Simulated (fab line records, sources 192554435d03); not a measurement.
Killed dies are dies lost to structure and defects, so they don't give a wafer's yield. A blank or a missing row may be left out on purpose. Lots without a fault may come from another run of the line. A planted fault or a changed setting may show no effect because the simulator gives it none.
fab line records | flow n5_finfet
record lots=24 wafers=72 last_day=17
route steps=1938 shown BEOL_M12@1641 BEOL_M13@1679 BEOL_M14@1726
lots that met no fault: from a run of the same line without faults
start_h: hours from the record's first day to the start of the lot's first wafer shown | wait_h: hours since the lot's step before | " the same as in the row above | L1.1+2: a row that stands for several wafers | - no value, or no start given | * or withheld: withheld | < > ~ a bound
route shown NAME@n: a module of which the file shows steps, and the number in the route of the first | usual: mean/standard deviation of fault-free wafers | same: alike in all rows | chamber/n: place in a boat | sites: the reading at each site | _std_site: their standard deviation | _edge_site: outer sites' mean less inner sites' | radius_mm: how far each site lies from the wafer's centre | mask NAME#n: copy n | behind: the tool/chamber that last shaped the wafer | hold: why the lot was held/for how many hours/how that ended | device: the transistor (n, p or np) that didn't switch | end of line: the same wafers' tests at the end of the route | a step without rows: its recipe alone | killed: dies lost to structure and defects at the first sort, not the wafer's yield | map: a wafer's dies, x killed, . not, _ none there
set.NAME: the setting as run; set.NAME@STEP: as run at that earlier step | model.NAME: the simulator's own value behind a step, which no gauge read
steps of the route over a sample of lots; a table a step, a row a wafer
services: from which hour (start_h, from the record's first day; less than 0 if before it) a tool's chamber was out of use, for how many hours, and why
## steps
# step N5_BEOL_M12_OCD_MEAS_35
# usual trench_depth_nm=320/6.2
# columns lot.wafer tool chamber start_h wait_h trench_depth_nm
L075.4 ocd-02 - 236.38 0.0 328
L075.5 " - " " 310
L075.6 " - " " 324
L074.2 ocd-02 - 237.12 0.0 317
L074.3 " - " " 322
L074.4 " - " " 309
L076.2 ocd-02 - 247.75 0.0 324
L076.3 " - " " 327
L076.6 " - " " 322
L078.2 ocd-02 - 250.44 0.0 314
L078.3 " - " " 328
L078.4 " - " " 327
L077.3 ocd-02 - 253.69 0.0 319
L077.5 " - " " 324
L077.6 " - " " 315
L080.1 ocd-02 - 257.80 0.0 321
L080.3 " - " " 321
L080.4 " - " " 317
L079.1 ocd-01 - 260.79 0.0 324
L079.2 " - " " 325
L079.6 " - " " 308
L081.1 ocd-01 - 262.21 0.0 322
L081.3 " - " " 315
L081.6 " - " " 316
L083.1 ocd-02 - 279.98 0.0 326
L083.4 " - " " 307
L083.5 " - " " 325
L082.1 ocd-01 - 280.01 0.0 317
L082.3 " - " " 318
L082.4 " - " " 319
L084.2 ocd-01 - 282.48 0.0 324
L084.3 " - " " 327
L084.6 " - " " 314
L085.2 ocd-01 - 285.71 0.0 313
L085.4 " - " " 312
L085.5 " - " " 318
L086.2 ocd-02 - 290.11 0.0 321
L086.3 " - " " 309
L086.6 " - " " 327
L089.1 ocd-01 - 309.32 0.0 331
L089.2 " - " " 315
L089.3 " - " " 323
L087.3 ocd-01 - 310.59 0.0 320
L087.5 " - " " 321
L087.6 " - " " 320
L088.1 ocd-02 - 317.86 0.0 329
L088.5 " - " " 328
L088.6 " - " " 312
L090.1 ocd-02 - 327.27 0.0 323
L090.3 " - " " 328
L090.5 " - " " 322
L091.2 ocd-01 - 327.55 0.0 322
L091.5 " - " " 320
L091.6 " - " " 323
L093.2 ocd-02 - 339.08 0.0 323
L093.3 " - " " 324
L093.4 " - " " 329
L092.1 ocd-02 - 341.96 0.0 319
L092.2 " - " " 326
L092.4 " - " " 325
L095.2 ocd-01 - 348.35 0.0 313
L095.5 " - " " 319
L095.6 " - " " 314
L094.3 ocd-01 - 351.72 0.0 327
L094.4 " - " " 321
L094.6 " - " " 319
L096.4 ocd-02 - 358.52 0.0 312
L096.5 " - " " 313
L096.6 " - " " 317
L097.2 ocd-01 - 374.71 0.0 322
L097.4 " - " " 325
L097.6 " - " " 322
# step N5_BEOL_M13_CD_MEAS_17
# recipe target_cd_nm=190 polarity=opening
# usual cd_nm=189.9/2
# columns lot.wafer tool chamber start_h wait_h cd_nm
L075.4 cd_sem-02 - 240.17 0.0 188.7
L075.5 " - " " 189.6
L075.6 " - " " 189.8
L074.2 cd_sem-01 - 244.30 0.0 189.0
L074.3 " - " " 188.3
L074.4 " - " " 189.4
L076.2 cd_sem-01 - 250.49 0.0 190.3
L076.3 " - " " 191.2
L076.6 " - " " 188.0
L078.2 cd_sem-01 - 253.48 0.0 189.7
L078.3 " - " " 189.8
L078.4 " - " " 186.7
L077.3 cd_sem-02 - 256.84 0.0 189.5
L077.5 " - " " 186.6
L077.6 " - " " 190.5
L080.1 cd_sem-02 - 262.85 0.0 188.1
L080.3 " - " " 194.4
L080.4 " - " " 192.7
L079.1 cd_sem-01 - 265.63 0.0 190.2
L079.2 " - " " 188.5
L079.6 " - " " 185.4
L081.1 cd_sem-03 - 265.66 0.0 192.4
L081.3 " - " " 188.6
L081.6 " - " " 188.0
L083.1 cd_sem-03 - 283.79 0.0 186.7
L083.4 " - " " 190.8
L083.5 " - " " 189.1
L082.1 cd_sem-02 - 285.16 0.0 184.7
L082.3 " - " " 192.2
L082.4 " - " " 190.7
L084.2 cd_sem-03 - 285.57 0.0 188.8
L084.3 " - " " 188.3
L084.6 " - " " 189.4
L085.2 cd_sem-02 - 289.88 0.0 192.8
L085.4 " - " " 192.0
L085.5 " - " " 191.2
L086.2 cd_sem-03 - 294.76 0.0 189.7
L086.3 " - " " 188.4
L086.6 " - " " 189.8
L089.1 cd_sem-03 - 312.86 0.0 188.0
L089.2 " - " " 188.6
L089.3 " - " " 188.8
L087.3 cd_sem-01 - 316.32 0.0 187.5
L087.5 " - " " 189.0
L087.6 " - " " 189.8
L088.1 cd_sem-03 - 325.95 0.0 191.5
L088.5 " - " " 189.3
L088.6 " - " " 191.5
L090.1 cd_sem-02 - 333.62 0.0 190.8
L090.3 " - " " 190.4
L090.5 " - " " 192.2
L091.2 cd_sem-01 - 334.29 0.0 193.1
L091.5 " - " " 192.1
L091.6 " - " " 189.4
L093.2 cd_sem-02 - 343.86 0.0 189.4
L093.3 " - " " 192.1
L093.4 " - " " 192.3
L092.1 cd_sem-01 - 346.67 0.0 189.6
L092.2 " - " " 191.1
L092.4 " - " " 192.9
L095.2 cd_sem-03 - 351.78 0.0 191.2
L095.5 " - " " 189.6
L095.6 " - " " 189.8
L094.3 cd_sem-02 - 354.87 0.0 188.5
L094.4 " - " " 188.1
L094.6 " - " " 190.7
L096.4 cd_sem-02 - 363.72 0.0 194.4
L096.5 " - " " 190.4
L096.6 " - " " 193.4
L097.2 cd_sem-03 - 381.07 0.0 189.2
L097.4 " - " " 190.0
L097.6 " - " " 190.1
# step N5_BEOL_M13_CD_MEAS_28
# recipe target_cd_nm=209.5 landing_energy_ev=500 detector=se_inlens
# usual cd_nm=210.8/1.8
# columns lot.wafer tool chamber start_h wait_h cd_nm
L075.4 cd_sem-03 0 240.63 - 209.3
L075.5 " 0 " " 210.2
L075.6 " 0 " " 211.0
L074.2 cd_sem-02 0 244.63 - 210.2
L074.3 " 0 " " 208.9
L074.4 " 0 " " 214.1
L076.2 cd_sem-01 0 250.82 - 208.7
L076.3 " 0 " " 211.2
L076.6 " 0 " " 208.3
L078.2 cd_sem-03 0 253.93 - 211.5
L078.3 " 0 " " 211.6
L078.4 " 0 " " 211.1
L077.3 cd_sem-03 0 257.17 - 211.4
L077.5 " 0 " " 211.4
L077.6 " 0 " " 208.5
L080.1 cd_sem-01 0 263.17 - 207.8
L080.3 " 0 " " 212.0
L080.4 " 0 " " 211.6
L079.1 cd_sem-01 0 265.95 - 211.6
L079.2 " 0 " " 211.2
L079.6 " 0 " " 207.9
L081.1 cd_sem-02 0 265.99 - 209.4
L081.3 " 0 " " 212.5
L081.6 " 0 " " 209.7
L083.1 cd_sem-02 0 284.12 - 208.5
L083.4 " 0 " " 211.7
L083.5 " 0 " " 211.1
L082.1 cd_sem-02 0 285.48 - 209.6
L082.3 " 0 " " 211.9
L082.4 " 0 " " 210.9
L084.2 cd_sem-02 0 286.02 - 210.3
L084.3 " 0 " " 207.7
L084.6 " 0 " " 208.9
L085.2 cd_sem-03 0 290.21 - 212.6
L085.4 " 0 " " 210.7
L085.5 " 0 " " 210.9
L086.2 cd_sem-01 0 295.21 - 211.7
L086.3 " 0 " " 211.7
L086.6 " 0 " " 208.9
L089.1 cd_sem-01 0 313.19 - 210.5
L089.2 " 0 " " 207.8
L089.3 " 0 " " 209.3
L087.3 cd_sem-03 0 316.64 - 213.2
L087.5 " 0 " " 213.1
L087.6 " 0 " " 211.3
L088.1 cd_sem-03 0 326.27 - 213.4
L088.5 " 0 " " 211.0
L088.6 " 0 " " 211.4
L090.1 cd_sem-02 0 334.07 - 209.5
L090.3 " 0 " " 212.3
L090.5 " 0 " " 211.4
L091.2 cd_sem-02 0 334.74 - 212.5
L091.5 " 0 " " 209.3
L091.6 " 0 " " 212.0
L093.2 cd_sem-01 0 344.19 - 210.3
L093.3 " 0 " " 215.7
L093.4 " 0 " " 214.2
L092.1 cd_sem-03 0 347.00 - 212.6
L092.2 " 0 " " 212.1
L092.4 " 0 " " 211.3
L095.2 cd_sem-03 0 352.23 - 210.5
L095.5 " 0 " " 211.6
L095.6 " 0 " " 210.2
L094.3 cd_sem-03 0 355.19 - 209.4
L094.4 " 0 " " 210.2
L094.6 " 0 " " 206.7
L096.4 cd_sem-01 0 364.05 - 212.9
L096.5 " 0 " " 208.2
L096.6 " 0 " " 212.6
L097.2 cd_sem-02 0 381.39 - 211.2
L097.4 " 0 " " 210.6
L097.6 " 0 " " 209.7
# step N5_BEOL_M13_ETCH_68
# recipe chemistry=N2/H2 target=SOC mask_material=SiARC source_w=3000 bias_w=350 temp_c=40 time_s=355 ion_energy_ev=200 pressure_mtorr=30 n2_flow_sccm=200 h2_flow_sccm=200
# usual drypump_motor_current_A=5.5/0.55 n2_flow_sccm=200.0/0.66 oes_product_au=0.81/0.093 rf_vpp_V=524/3.3 showerhead_plenum_p_Torr=2.55/0.11 throttle_valve_pct=17.74/0.26
# columns lot.wafer tool chamber start_h wait_h drypump_motor_current_A n2_flow_sccm oes_product_au rf_hours_counter_h rf_vpp_V showerhead_plenum_p_Torr throttle_valve_pct
L075.4 rie_diel-06 1 240.89 0.1 5.4 200.3 0.78 115 527 2.64 17.42
L075.5 " 2 " " 4.7 200.2 0.69 - 523 2.50 18.15
L075.6 " 3 " " 4.8 199.8 0.82 - 524 2.55 17.73
L074.2 rie_diel-02 3 244.90 0.1 6.0 200.1 0.94 20 525 2.61 17.47
L074.3 " 0 " " 5.7 198.6 0.73 159 517 2.35 18.25
L074.4 " 2 " " 5.7 199.6 0.82 95 522 2.44 17.72
L076.2 rie_diel-06 1 251.15 0.1 5.4 200.7 0.78 118 527 2.64 17.42
L076.3 " 3 " " 4.8 200.5 0.81 114 524 2.55 17.73
L076.6 " 1 " " 5.4 201.7 0.77 - 528 2.64 17.43
L078.2 rie_diel-06 2 254.20 0.1 4.8 200.3 0.69 248 523 2.50 18.16
L078.3 " 1 " " 5.4 199.1 0.78 120 528 2.64 17.44
L078.4 " 0 " " 6.3 200.3 0.70 242 521 2.42 18.35
L077.3 rie_diel-03 1 257.44 0.1 5.0 200.4 0.83 59 528 2.70 17.59
L077.5 " 2 " " 5.3 201.0 0.81 - 523 2.46 17.76
L077.6 " 3 " " 6.5 200.4 0.67 - 520 2.39 17.80
L080.1 rie_diel-06 3 263.57 0.1 4.8 199.4 0.81 119 524 2.54 17.75
L080.3 " 0 " " 6.2 198.3 0.69 245 521 2.41 18.37
L080.4 " 3 " " 4.8 199.6 0.81 - 524 2.54 17.74
L079.1 rie_diel-02 2 266.39 0.1 5.7 199.1 0.82 104 522 2.44 17.73
L079.2 " 1 " " 5.5 200.3 0.96 1 523 2.49 17.66
L079.6 " 2 " " 5.7 199.2 0.81 - 520 2.44 17.75
L081.1 rie_diel-03 2 266.61 0.1 5.3 199.7 0.81 79 522 2.46 17.78
L081.3 " 1 " " 5.0 199.4 0.84 63 526 2.70 17.60
L081.6 " 2 " " 5.3 200.1 0.81 - 520 2.46 17.78
L083.1 rie_diel-03 3 284.39 0.1 6.5 200.2 0.99 4 528 2.71 17.33
L083.4 " 2 " " 5.3 201.2 0.81 87 521 2.46 17.80
L083.5 " 0 " " 5.9 199.2 0.69 - 527 2.63 17.70
L082.1 rie_diel-02 2 285.84 0.1 5.7 200.1 0.80 110 522 2.44 17.75
L082.3 " 0 " " 5.7 200.3 0.72 175 516 2.35 18.25
L082.4 " 1 " " 5.5 200.0 0.93 - 523 2.48 17.67
L084.2 rie_diel-03 1 286.36 0.1 5.1 200.7 0.83 71 528 2.69 17.63
L084.3 " 2 " " 5.3 200.4 0.81 87 522 2.46 17.81
L084.6 " 1 " " 5.0 201.0 0.84 - 527 2.69 17.60
L085.2 rie_diel-06 1 290.56 0.1 5.4 199.0 0.76 136 528 2.63 17.44
L085.4 " 2 " " 4.7 199.0 1.00 - 522 2.50 17.66
L085.5 " 1 " " 5.4 199.8 0.77 - 528 2.63 17.45
L086.2 rie_diel-02 3 295.73 0.1 6.0 198.8 0.92 34 525 2.61 17.50
L086.3 " 1 " " 5.4 200.6 0.91 12 521 2.48 17.68
L086.6 " 1 " " 5.4 200.6 0.92 - 523 2.48 17.68
L089.1 rie_diel-03 1 313.46 0.1 5.0 200.1 0.83 80 528 2.69 17.63
L089.2 " 3 " " 6.5 199.5 0.96 13 529 2.71 17.34
L089.3 " 0 " " 6.0 200.2 0.67 229 527 2.62 17.71
L087.3 rie_diel-06 0 316.91 0.1 6.3 200.3 0.98 4 528 2.73 17.94
L087.5 " 0 " " 6.3 199.4 0.98 - 527 2.73 17.93
L087.6 " 2 " " 4.7 201.2 0.95 - 524 2.50 17.68
L088.1 rie_diel-03 1 326.54 0.1 5.0 199.7 0.82 83 528 2.69 17.64
L088.5 " 2 " " 5.3 199.7 0.80 - 521 2.45 17.82
L088.6 " 3 " " 6.5 200.1 0.94 - 528 2.70 17.35
L090.1 rie_diel-03 3 334.36 0.1 6.5 199.3 0.92 19 528 2.70 17.36
L090.3 " 2 " " 5.3 199.8 0.79 101 522 2.45 17.82
L090.5 " 2 " " 5.2 199.0 0.79 - 521 2.45 17.81
L091.2 rie_diel-03 2 335.17 0.1 5.3 200.1 0.78 102 522 2.45 17.83
L091.5 " 3 " " 6.5 199.8 0.93 - 529 2.70 17.35
L091.6 " 2 " " 5.3 200.2 0.78 - 521 2.45 17.83
L093.2 rie_diel-02 3 344.50 0.1 6.0 200.1 0.89 44 525 2.60 17.52
L093.3 " 1 " " 5.5 199.7 0.88 27 522 2.47 17.70
L093.4 " 1 " " 5.5 199.9 0.89 - 522 2.47 17.70
L092.1 rie_diel-02 3 347.27 0.1 6.0 199.4 0.89 46 525 2.60 17.54
L092.2 " 0 " " 5.8 199.6 0.71 195 517 2.34 18.29
L092.4 " 3 " " 6.0 199.0 0.88 - 526 2.60 17.51
L095.2 rie_diel-03 0 352.50 0.1 5.9 198.7 0.66 241 528 2.62 17.75
L095.5 " 2 " " 5.2 199.9 0.79 - 521 2.45 17.84
L095.6 " 1 " " 5.0 199.9 0.81 - 527 2.69 17.64
L094.3 rie_diel-06 3 355.46 0.1 4.8 200.2 0.78 143 524 2.53 17.80
L094.4 " 1 " " 5.4 199.4 0.75 154 527 2.62 17.47
L094.6 " 1 " " 5.4 200.0 0.75 - 525 2.62 17.49
L096.4 rie_diel-06 0 364.31 0.1 6.3 200.1 0.92 19 527 2.73 17.96
L096.5 " 3 " " 4.8 200.2 0.77 - 523 2.53 17.78
L096.6 " 0 " " 6.3 200.1 0.92 - 528 2.73 17.96
L097.2 rie_diel-03 0 381.66 0.1 6.0 200.2 0.66 246 526 2.62 17.75
L097.4 " 3 " " 6.5 200.5 0.89 37 527 2.70 17.39
L097.6 " 3 " " 6.5 200.2 0.88 - 529 2.70 17.37
# step N5_BEOL_M14_CD_MEAS_10
# recipe target_cd_nm=250 landing_energy_ev=500 detector=se_inlens polarity=opening
# usual cd_nm=250.5/2.1
# columns lot.wafer tool chamber start_h wait_h cd_nm
L075.4 cd_sem-02 0 245.65 - 250.5
L075.5 " 0 " " 248.1
L075.6 " 0 " " 252.3
L074.2 cd_sem-02 0 247.80 - 249.8
L074.3 " 0 " " 250.2
L074.4 " 0 " " 249.5
L076.2 cd_sem-01 0 255.83 - 253.2
L076.3 " 0 " " 246.0
L076.6 " 0 " " 250.2
L078.2 cd_sem-03 0 258.46 - 250.1
L078.3 " 0 " " 248.9
L078.4 " 0 " " 252.4
L077.3 cd_sem-03 0 262.21 - 249.9
L077.5 " 0 " " 249.2
L077.6 " 0 " " 249.4
L080.1 cd_sem-03 0 266.17 - 248.8
L080.3 " 0 " " 248.3
L080.4 " 0 " " 250.2
L079.1 cd_sem-03 0 271.49 - 249.1
L079.2 " 0 " " 245.9
L079.6 " 0 " " 249.3
L081.1 cd_sem-01 0 274.30 - 251.3
L081.3 " 0 " " 249.6
L081.6 " 0 " " 247.2
L083.1 cd_sem-01 0 288.10 - 250.4
L083.4 " 0 " " 252.8
L083.5 " 0 " " 250.3
L082.1 cd_sem-01 0 289.84 - 251.6
L082.3 " 0 " " 253.0
L082.4 " 0 " " 250.7
L084.2 cd_sem-02 0 290.07 - 251.4
L084.3 " 0 " " 248.2
L084.6 " 0 " " 246.1
L085.2 cd_sem-03 0 293.86 - 249.9
L085.4 " 0 " " 252.8
L085.5 " 0 " " 255.5
L086.2 cd_sem-03 0 300.34 - 251.4
L086.3 " 0 " " 251.1
L086.6 " 0 " " 254.0
L089.1 cd_sem-01 0 316.80 - 250.3
L089.2 " 0 " " 252.9
L089.3 " 0 " " 253.2
L087.3 cd_sem-03 0 319.76 - 248.5
L087.5 " 0 " " 251.6
L087.6 " 0 " " 255.7
L088.1 cd_sem-01 0 332.81 - 249.2
L088.5 " 0 " " 249.3
L088.6 " 0 " " 249.7
L090.1 cd_sem-02 0 337.72 - 250.7
L090.3 " 0 " " 247.9
L090.5 " 0 " " 251.5
L091.2 cd_sem-03 0 338.97 - 250.9
L091.5 " 0 " " 254.1
L091.6 " 0 " " 250.9
L093.2 cd_sem-02 0 348.14 - 250.5
L093.3 " 0 " " 249.7
L093.4 " 0 " " 247.7
L092.1 cd_sem-02 0 350.97 - 248.0
L092.2 " 0 " " 249.9
L092.4 " 0 " " 251.0
L095.2 cd_sem-02 0 360.51 - 249.0
L095.5 " 0 " " 251.1
L095.6 " 0 " " 250.4
L094.3 cd_sem-01 0 361.17 - 252.8
L094.4 " 0 " " 254.1
L094.6 " 0 " " 250.0
L096.4 cd_sem-02 0 368.40 - 250.1
L096.5 " 0 " " 248.0
L096.6 " 0 " " 248.8
L097.2 cd_sem-03 0 384.99 - 251.1
L097.4 " 0 " " 249.2
L097.6 " 0 " " 247.5
# step N5_BEOL_M14_INSPECT_12
# recipe mode=adi inspect_instrument=macro
# usual raw_defect_count=2.0/1.3
# columns lot.wafer tool chamber start_h wait_h raw_defect_count
L075.4 defect_inspect-02 - 245.70 0.0 0
L075.5 " - " " 0
L075.6 " - " " 2
L074.2 defect_inspect-01 - 247.85 0.0 2
L074.3 " - " " 4
L074.4 " - " " 2
L076.2 defect_inspect-01 - 255.88 0.0 3
L076.3 " - " " 2
L076.6 " - " " 1
L078.2 defect_inspect-01 - 258.51 0.0 1
L078.3 " - " " 1
L078.4 " - " " 3
L077.3 defect_inspect-02 - 262.26 0.0 1
L077.5 " - " " 0
L077.6 " - " " 2
L080.1 defect_inspect-02 - 266.22 0.0 0
L080.3 " - " " 3
L080.4 " - " " 2
L079.1 defect_inspect-02 - 271.54 0.0 2
L079.2 " - " " 1
L079.6 " - " " 4
L081.1 defect_inspect-02 - 274.35 0.0 4
L081.3 " - " " 0
L081.6 " - " " 1
L083.1 defect_inspect-02 - 288.16 0.0 0
L083.4 " - " " 3
L083.5 " - " " 3
L082.1 defect_inspect-01 - 289.89 0.0 4
L082.3 " - " " 3
L082.4 " - " " 3
L084.2 defect_inspect-02 - 290.13 0.0 1
L084.3 " - " " 1
L084.6 " - " " 1
L085.2 defect_inspect-02 - 293.91 0.0 1
L085.4 " - " " 2
L085.5 " - " " 1
L086.2 defect_inspect-02 - 300.39 0.0 3
L086.3 " - " " 3
L086.6 " - " " 2
L089.1 defect_inspect-02 - 316.85 0.0 2
L089.2 " - " " 3
L089.3 " - " " 0
L087.3 defect_inspect-02 - 319.81 0.0 3
L087.5 " - " " 0
L087.6 " - " " 2
L088.1 defect_inspect-01 - 332.87 0.0 2
L088.5 " - " " 4
L088.6 " - " " 5
L090.1 defect_inspect-02 - 337.77 0.0 4
L090.3 " - " " 2
L090.5 " - " " 1
L091.2 defect_inspect-02 - 339.02 0.0 4
L091.5 " - " " 4
L091.6 " - " " 3
L093.2 defect_inspect-02 - 348.19 0.0 0
L093.3 " - " " 2
L093.4 " - " " 2
L092.1 defect_inspect-02 - 351.03 0.0 2
L092.2 " - " " 1
L092.4 " - " " 4
L095.2 defect_inspect-02 - 360.57 0.0 3
L095.5 " - " " 5
L095.6 " - " " 2
L094.3 defect_inspect-01 - 361.23 0.0 0
L094.4 " - " " 3
L094.6 " - " " 3
L096.4 defect_inspect-02 - 368.46 0.0 4
L096.5 " - " " 2
L096.6 " - " " 3
L097.2 defect_inspect-02 - 385.04 0.0 2
L097.4 " - " " 0
L097.6 " - " " 0
## services
# columns tool chamber start_h hours kind
rie_diel-03 3 257.80 - clean
rie_diel-03 3 257.80 - consumable_replace:focus_ring
rie_diel-03 3 257.80 - consumable_replace:showerhead
rie_diel-06 2 262.16 - clean
rie_diel-06 2 262.16 - consumable_replace:focus_ring
rie_diel-06 2 262.16 25.1 scheduled_down
rie_diel-06 2 262.16 25.1 vent_cycle
rie_diel-03 0 274.83 3.8 repair
rie_diel-06 3 276.39 6.5 repair
rie_diel-02 3 277.39 11.6 repair
rie_diel-06 0 287.31 - clean
rie_diel-06 0 287.31 - consumable_replace:focus_ring
rie_diel-06 0 287.31 - consumable_replace:showerhead
rie_diel-06 0 287.31 19.2 scheduled_down
rie_diel-06 0 287.31 19.2 vent_cycle
rie_diel-06 3 289.56 18.8 repair
rie_diel-02 3 297.64 18.1 repair
rie_diel-02 1 303.65 4.8 repair
rie_diel-06 1 313.27 20.2 repair
rie_diel-02 0 320.60 12.9 repair
rie_diel-03 2 336.02 2.5 repair
rie_diel-03 1 354.76 13.3 repair
rie_diel-03 0 362.06 14.1 repair
rie_diel-02 2 380.92 7.2 repair
## key
fault none
